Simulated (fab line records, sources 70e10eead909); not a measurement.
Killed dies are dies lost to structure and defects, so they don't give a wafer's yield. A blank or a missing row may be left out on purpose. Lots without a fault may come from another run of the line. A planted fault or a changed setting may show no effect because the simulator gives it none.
Which tool did it? | flow nand_harc | 13 lots, 39 wafers sampled, at 5 steps of a route of 1159

WHAT THE GAUGES READ, wafer by wafer
NHARC_THIN_TSV_CD_MEAS_12: target cd 1000 nm. Usual: cd_nm 998.6 nm, standard deviation 2.7.
lot  | measured     | on        | cd_nm (nm)           | flag
L624 | day 19 00:12 | cd_sem-03 | 1000.6 997.1 998.8   |
L623 | day 19 01:17 | cd_sem-02 | 997.3 995.8 992.9    |
L625 | day 19 02:21 | cd_sem-03 | 996.5 997.7 995.5    |
L626 | day 19 03:39 | cd_sem-01 | 997.0 1000.4 998.2   |
L627 | day 19 12:00 | cd_sem-01 | 996.6 997.3 997.3    |
L629 | day 20 10:52 | cd_sem-03 | 998.7 998.0 993.4    |
L628 | day 20 11:55 | cd_sem-03 | 999.0 996.5 998.1    |
L632 | day 20 13:08 | cd_sem-02 | 999.2 1003.2 996.5   |
L631 | day 20 15:09 | cd_sem-02 | 1002.9 1002.5 1000.6 |
L630 | day 20 16:24 | cd_sem-01 | 998.5 999.3 999.0    |
L633 | day 20 23:34 | cd_sem-02 | 995.9 994.5 993.7    |
L638 | day 22 21:37 | cd_sem-03 | 995.4 998.2 998.7    |
L642 | day 23 04:23 | cd_sem-03 | 998.2 996.6 994.2    |

NHARC_THIN_TSV_CD_MEAS_37. Usual: cd_nm 4999 nm, standard deviation 3.6.
lot  | measured     | on        | cd_nm (nm)     | flag
L624 | day 19 07:43 | cd_sem-03 | 5001 4992 4997 |
L623 | day 19 08:44 | cd_sem-03 | 4999 4996 4996 |
L625 | day 19 10:15 | cd_sem-03 | 5002 4992 4998 |
L626 | day 19 11:01 | cd_sem-01 | 4994 4999 5000 |
L627 | day 19 19:37 | cd_sem-03 | 5001 5003 4998 |
L629 | day 20 18:14 | cd_sem-02 | 4997 4996 4995 |
L628 | day 20 19:31 | cd_sem-02 | 4997 4994 4996 |
L632 | day 20 21:05 | cd_sem-02 | 5002 5007 5000 |
L631 | day 20 22:51 | cd_sem-02 | 5004 5000 5000 |
L630 | day 21 00:08 | cd_sem-02 | 4993 4997 5000 |
L633 | day 21 07:12 | cd_sem-01 | 4997 4993 4991 |
L638 | day 23 05:32 | cd_sem-01 | 4999 5004 4996 |
L642 | day 23 12:46 | cd_sem-01 | 5004 5001 4996 |

NHARC_END_SORT_01. Usual: killed_at_array 31, standard deviation 11; killed_at_other 0.5, standard deviation 0.78; killed_at_periphery 3.0, standard deviation 2; killed_dies 34, standard deviation 12; killed_open 3.2, standard deviation 2; killed_short 1.9, standard deviation 1.6.
lot  | measured     | on        | killed_at_array | killed_at_other | killed_at_periphery | killed_dies | killed_open | killed_short | flag
L638 | day 23 12:50 | prober-01 | 128 84 103      | 1 1 1           | 2 3 2               | 131 88 106  | 1 3 1       | 2 0 1        | OFF
L642 | day 24 04:29 | prober-01 | 72 105 110      | 0 0 0           | 1 1 2               | 73 106 112  | 1 3 2       | 4 1 2        | OFF

WHICH TOOL RAN EACH LOT (tool, then ch and the chambers of the sampled wafers, then the start)
lot  | NHARC_A_BLC_STRIP_21               | NHARC_A_BONDPAD_DEGAS_25
L624 | rie_diel-08 ch 0,1,3, day 17 08:10 | pvd_sputter-01, day 18 00:49
L623 | rie_diel-08 ch 0,3, day 17 09:46   | pvd_sputter-02, day 18 05:05
L625 | rie_diel-08 ch 0,1,2, day 17 10:36 | pvd_sputter-02, day 18 05:47
L626 | rie_diel-08 ch 0,1,3, day 17 15:26 | pvd_sputter-03, day 18 11:21
L627 | rie_diel-08 ch 1,2, day 18 08:19   | pvd_sputter-01, day 18 21:50
L629 | rie_diel-06 ch 0,1, day 19 02:31   | pvd_sputter-03, day 19 19:15
L628 | rie_diel-02 ch 1,2,3, day 19 03:16 | pvd_sputter-02, day 19 19:29
L632 | rie_diel-06 ch 0,1,3, day 19 10:08 | pvd_sputter-03, day 19 23:12
L631 | rie_diel-06 ch 0,3, day 19 11:08   | pvd_sputter-02, day 20 00:25
L630 | rie_diel-06 ch 0,1,2, day 19 12:18 | pvd_sputter-01, day 20 01:28
L633 | rie_diel-06 ch 1,2, day 19 17:29   | pvd_sputter-01, day 20 08:19
L638 | rie_diel-06 ch 1,2,3, day 21 05:49 | pvd_sputter-01, day 22 04:02
L642 | rie_diel-06 ch 0,1,3, day 22 01:04 | pvd_sputter-03, day 22 14:01
- NHARC_A_BLC_STRIP_21: strips in O2.
- NHARC_A_BONDPAD_DEGAS_25: time 60 s.

WHAT THE TOOLS THEMSELVES READ (means of the sampled wafers that have a number; where no wafer has one, the mark that the record gives instead)
NHARC_A_BLC_STRIP_21. Usual: drypump_motor_current_A 5.7 A, standard deviation 0.51; oes_product_au 0.995 a.u., standard deviation 0.011; rf_vpp_V 57.8 V, standard deviation 0.87; showerhead_plenum_p_Torr 3.53 Torr, standard deviation 0.17; throttle_valve_pct 17.037 %, standard deviation 0.0078.
lot  | tool        | drypump_motor_current_A (A) | oes_product_au (a.u.) | rf_vpp_V (V) | showerhead_plenum_p_Torr (Torr) | throttle_valve_pct (%) | flag
L624 | rie_diel-08 | 5.5                         | 0.998                 | 57.9         | 3.44                            | 17.037                 |
L623 | rie_diel-08 | 5.6                         | 0.985                 | 57.7         | 3.52                            | 17.035                 |
L625 | rie_diel-08 | 5.7                         | 0.992                 | 58.4         | 3.48                            | 17.033                 |
L626 | rie_diel-08 | 5.5                         | 0.993                 | 58.1         | 3.44                            | 17.038                 |
L627 | rie_diel-08 | 5.6                         | 1.001                 | 57.5         | 3.47                            | 17.041                 |
L629 | rie_diel-06 | 6.1                         | 0.996                 | 57.8         | 3.46                            | 17.037                 |
L628 | rie_diel-02 | 5.8                         | 0.994                 | 58.1         | 3.48                            | 17.046                 |
L632 | rie_diel-06 | 5.5                         | 0.986                 | 57.6         | 3.51                            | 17.038                 |
L631 | rie_diel-06 | 5.0                         | 0.987                 | 58.1         | 3.65                            | 17.034                 |
L630 | rie_diel-06 | 5.8                         | 0.997                 | 58.0         | 3.60                            | 17.035                 |
L633 | rie_diel-06 | 6.4                         | 1.004                 | 58.3         | 3.46                            | 17.039                 |
L638 | rie_diel-06 | 5.9                         | 0.995                 | 57.3         | 3.50                            | 17.036                 |
L642 | rie_diel-06 | 5.5                         | 0.993                 | 56.9         | 3.50                            | 17.039                 |

NHARC_A_BONDPAD_DEGAS_25. Usual: heater_power_w 472 W, standard deviation 57; susceptor_temp_C 299.99 C, standard deviation 0.18.
lot  | tool           | heater_power_w (W) | susceptor_temp_C (C) | flag
L624 | pvd_sputter-01 | 418                | 300.07               |
L623 | pvd_sputter-02 | 495                | 300.06               |
L625 | pvd_sputter-02 | 491                | 300.19               |
L626 | pvd_sputter-03 | 460                | 300.09               |
L627 | pvd_sputter-01 | 423                | 300.01               |
L629 | pvd_sputter-03 | 484                | 299.79               |
L628 | pvd_sputter-02 | 484                | 300.13               |
L632 | pvd_sputter-03 | 473                | 299.90               |
L631 | pvd_sputter-02 | 514                | 299.89               |
L630 | pvd_sputter-01 | 436                | -                    | OFF
L633 | pvd_sputter-01 | 456                | 299.86               |
L638 | pvd_sputter-01 | 432                | 300.07               |
L642 | pvd_sputter-03 | 463                | 300.00               |

THE ANSWER, worked out from the rows above alone
Rule: a lot is off if the mean of its wafers that have a number lies more than 3 standard deviations from the usual mean. A lot without any number at a reading at which 4 lots or more have one is off too. The other lots that the step has rows for count as sound. The gauges are gone through in route order, then the tools' own readings, and for those a lot's mean is taken as printed above. The first step at which some lot is off is used, and at that step the reading that is off furthest; a lot without a number counts as furthest.
Off: L638, L642, at NHARC_END_SORT_01 (killed_at_array). Neither off nor sound, because the step has no rows for them: L624, L623, L625, L626, L627, L629, L628, L632, L631, L630, L633.
A tool fits if, at a process step before that reading, it ran every lot that is off, and no sound lot after the first of them. The gauges at NHARC_END_SORT_01 are tried like those tools. Can't be told from this: 2 tools fit, rie_diel-06 at NHARC_A_BLC_STRIP_21, prober-01 at NHARC_END_SORT_01.

WHAT THE SIMULATOR HAD PUT IN
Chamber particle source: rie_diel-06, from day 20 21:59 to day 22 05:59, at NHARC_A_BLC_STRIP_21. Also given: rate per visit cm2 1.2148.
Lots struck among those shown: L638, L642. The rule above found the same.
